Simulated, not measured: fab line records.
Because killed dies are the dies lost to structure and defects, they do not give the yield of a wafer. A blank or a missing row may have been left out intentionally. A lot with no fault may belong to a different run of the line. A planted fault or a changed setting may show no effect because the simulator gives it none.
Which of the tools did it? | flow n5-finfet | 12 lots with 36 wafers sampled at 3 steps, on a route of 1938 steps

WHAT THE GAUGES READ, wafer by wafer
N5_PMOS_HMC_CHANNEL_EPI_THK_MEAS_22.
lot  | measured    | on            | HMC_CMP_THK (nm)
L075 | day 2 01:50 | film-metro-02 | 54.4 54.3 54.5
L077 | day 2 13:56 | film-metro-01 | 54.5 54.5 54.9
L079 | day 3 02:38 | film-metro-01 | 55.0 53.3 54.8
L081 | day 3 14:34 | film-metro-02 | 53.8 54.9 53.6
L083 | day 4 02:37 | film-metro-01 | 53.2 54.2 55.1
L085 | day 4 13:47 | film-metro-01 | 52.5 54.1 54.5
L087 | day 5 02:27 | film-metro-02 | 54.1 54.6 54.5
L089 | day 5 13:46 | film-metro-02 | 54.4 53.0 54.1
L091 | day 6 02:05 | film-metro-02 | 54.3 53.8 54.2
L093 | day 6 14:08 | film-metro-02 | 53.1 54.0 55.1
L095 | day 7 01:35 | film-metro-02 | 54.8 53.6 55.2
L097 | day 7 13:55 | film-metro-02 | 55.1 54.2 54.4

WHAT TOOL EACH LOT RAN ON (gives the tool, then ch and the chambers of the sampled wafers, and finally the start)
lot  | N5_PMOS_HMC_CHANNEL_EPI_STRIP_33  | N5_PMOS_HMC_CHANNEL_EPI_FIN_RECESS_16
L075 | rie-diel-06 ch 1,2, day 1 23:19   | rie-si-03 ch 0,1,3, day 1 23:38
L077 | rie-diel-02 ch 0,3, day 2 11:49   | rie-si-03 ch 1,3, day 2 12:08
L079 | rie-diel-02 ch 0,2, day 3 00:31   | rie-si-02 ch 0,2,3, day 3 00:50
L081 | rie-diel-05 ch 0,1,2, day 3 12:26 | rie-si-02 ch 0,1,3, day 3 12:46
L083 | rie-diel-02 ch 0,2,3, day 4 00:22 | rie-si-02 ch 1,2,3, day 4 00:44
L085 | rie-diel-05 ch 1,2,3, day 4 11:10 | rie-si-03 ch 1,2,3, day 4 11:30
L087 | rie-diel-02 ch 0,2,3, day 5 00:16 | rie-si-06 ch 1,3, day 5 00:35
L089 | rie-diel-06 ch 0,2,3, day 5 11:38 | rie-si-02 ch 1,3, day 5 11:58
L091 | rie-diel-06 ch 1,3, day 5 23:34   | rie-si-02 ch 0,1,3, day 5 23:53
L093 | rie-diel-06 ch 0,1,3, day 6 11:52 | rie-si-02 ch 0,2,3, day 6 12:17
L095 | rie-diel-05 ch 1,2, day 6 23:28   | rie-si-06 ch 2,3, day 6 23:47
L097 | rie-diel-02 ch 1,2,3, day 7 11:46 | rie-si-02 ch 0,1,2, day 7 12:06
- N5_PMOS_HMC_CHANNEL_EPI_STRIP_33: strips in N2/H2.
- N5_PMOS_HMC_CHANNEL_EPI_FIN_RECESS_16: chemistry HBr/Cl2, target Si, target depth 54 nm, time 18 s.

THE ANSWER, worked out from the rows above alone
Rule: the usual values come from the lots themselves. The widest of any qualifying gaps counts: lots, ordered by their means at a reading, are off when they make up no more than a third of the lots, leave a main group of 4 or more, and stand apart from it by 3 or more times the standard deviation of that group's means. The tables above print the reading to a certain number of digits; a main group whose means all agree to those digits is not used. Also off: a lot with no number at a reading for which 4 or more lots have one. The other lots that the step has rows for count as sound.
Nothing can be told from this: no lot is off at any reading shown.

WHAT HAD BEEN PUT IN BY THE SIMULATOR
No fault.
